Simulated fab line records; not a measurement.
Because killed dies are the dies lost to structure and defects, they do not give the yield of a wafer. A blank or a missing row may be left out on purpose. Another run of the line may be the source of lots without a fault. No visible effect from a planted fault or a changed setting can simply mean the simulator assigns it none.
A lot that was struck, set against a sound lot | flow nand-harc | 28 steps out of a route of 1302
Sound: wafers L640.2, L640.3, L640.4. Struck: wafer L650.2 (L650.5, L650.6, from the same lot, were not struck and are left out); the cause is given at the end.
At each step with rows: each side's tool, then ch and its chambers, then its first start. Under that, the readings that differ: sound wafers | struck wafers | difference of the means | sigmas: that difference in standard deviations of wafers without a fault.
alike: readings whose means differ by less than 2 such deviations, and words and numbers that are the same on both sides. not compared: withheld readings, readings that some wafer has no value for, bounds like >300 that may hide the same value, and numbers for which the record gives no deviation and whose values overlap.
Wherever a step has rows on one side only, a row that says differs or no value, or a row with sigmas, the two part there. Numbers that have no deviation but don't overlap get no sigmas and don't part them. Lack of a reading on every wafer of one side parts them only where that side has two or more wafers.

first, 1 step without rows for these wafers: NHARC_A_M0_STRIP_19 (strips in post etch residue remover, time 600 s).
NHARC_A_M0_DEGAS_28: time 60 s.
  sound on pvd-sputter-03, day 24 11:51; struck on pvd-sputter-02, day 28 00:32
  alike: heater-power-w
NHARC_A_M0_PRE_CLEAN_29: time 30 s.
  sound on pvd-sputter-03; struck on pvd-sputter-02
  alike: heater-power-w
NHARC_A_M0_PVD_20: deposits TaN, target thk 5 nm, time 8.06 s.
  sound on pvd-sputter-03; struck on pvd-sputter-02
  alike: throttle-valve-pct
NHARC_A_M0_PVD_21: deposits Cu, target thk 30 nm, time 20.49 s.
  sound on pvd-sputter-03; struck on pvd-sputter-02
  alike: throttle-valve-pct
then, 3 steps without rows for these wafers: NHARC_A_M0_ECD_22 (material Cu, target thk 400 nm); NHARC_A_M0_ANNEAL_30 (time 90 s); NHARC_A_M0_CMP_23 (polishes, t overpolish 20 s, target thk 113.75 nm).
NHARC_A_M0_THK_MEAS_24: measures by xrf.
  sound on film-metro-02, day 24 13:17; struck on film-metro-01, day 28 01:55
  alike: thk-nm
after that, 1 step had no rows for these wafers: NHARC_A_M0_SRD_25.
NHARC_A_M0_INSPECT_27:
  sound on defect-inspect-01, day 24 13:26; struck on defect-inspect-01, day 28 02:05
  reading          | sound       | struck | difference | sigmas
  raw-defect-count | 352 442 395 | 779    | +383       | +2
NHARC_A_M0_PRE_CLEAN_31: time 12 s.
  sound on pecvd-02 ch 0,1,2, day 24 13:31; struck on pecvd-03 ch 0, day 28 02:09
  alike: heater-power-w
NHARC_A_M0_DEP_32: deposits SiCN, target thk 30 nm.
  sound on pecvd-02 ch 0,1,2, day 24 13:35; struck on pecvd-03 ch 0, day 28 02:14
  alike: heater-power-w, showerhead-vpp-V
then, 10 steps without rows for these wafers: NHARC_A_M1_DEP_00 (deposits SiOC, target thk 182.5 nm); NHARC_A_M1_DEHYDRATE_01 (time 120 s); NHARC_A_M1_HMDS_02 (time 30 s); NHARC_A_M1_COAT_34 (time 65 s); NHARC_A_M1_COAT_03 (resist thk 90 nm); NHARC_A_M1_SOFTBAKE_04 (time 55 s); NHARC_A_M1_EBR_05; NHARC_A_M1_EXPOSE_06 (exposes mask A M1, target cd 120 nm); NHARC_A_M1_PEB_07 (peb time 65 s); NHARC_A_M1_DEVELOP_08 (develop time 35 s).
NHARC_A_M1_CD_MEAS_09 targets a cd of 120 nm.
  sound on cd-sem-02 ch 0, day 24 14:50; struck on cd-sem-01 ch 0, day 28 03:29
  alike: cd-nm
NHARC_A_M1_OVL_MEAS_10: pitch 240 nm.
  sound on overlay-02, day 24 14:55; struck on overlay-02, day 28 03:34
  alike: overlay-x-nm, overlay-y-nm
NHARC_A_M1_INSPECT_11:
  sound on defect-inspect-02, day 24 14:58; struck on defect-inspect-01, day 28 03:36
  reading          | sound    | struck | difference | sigmas
  raw-defect-count | 36 34 28 | 938    | +905       | +23
then, 1 step without rows for these wafers: NHARC_A_M1_DESCUM_14 (chemistry O2, time 3 s).
NHARC_END_SORT_01:
  sound on prober-01 ch 0, day 26 04:44; struck on prober-01 ch 0, day 29 20:13
  reading                  | sound          | struck | difference | sigmas
  defect-limited-yield (%) | 94.7 95.3 95.9 | 79.8   | -15.5      | -6
  killed-at-array          | 32 28 25       | 134    | +106       | +6
  killed-dies              | 36 32 28       | 137    | +105       | +6
  sort_bin_2_pct (%)       | 1.9 1.6 1.2    | 8.1    | +6.5       | +6
  sort_bin_3_pct (%)       | 0.6 0.3 0.3    | 5.6    | +5.2       | +14
  sort_bin_4_pct (%)       | 2.8 2.8 2.7    | 6.5    | +3.7       | +3
  sort-n-pass              | 641 645 649    | 540    | -105       | -6
  sort-yield-pct (%)       | 94.7 95.3 95.9 | 79.8   | -15.5      | -6
  alike: killed-at-other, killed-at-periphery, killed-open, killed-short, sort-rim-yield-pct

WHERE THEY PART
First at NHARC_A_M0_INSPECT_27; last, within this record, at NHARC_END_SORT_01.

WHY: whatever the simulator had introduced
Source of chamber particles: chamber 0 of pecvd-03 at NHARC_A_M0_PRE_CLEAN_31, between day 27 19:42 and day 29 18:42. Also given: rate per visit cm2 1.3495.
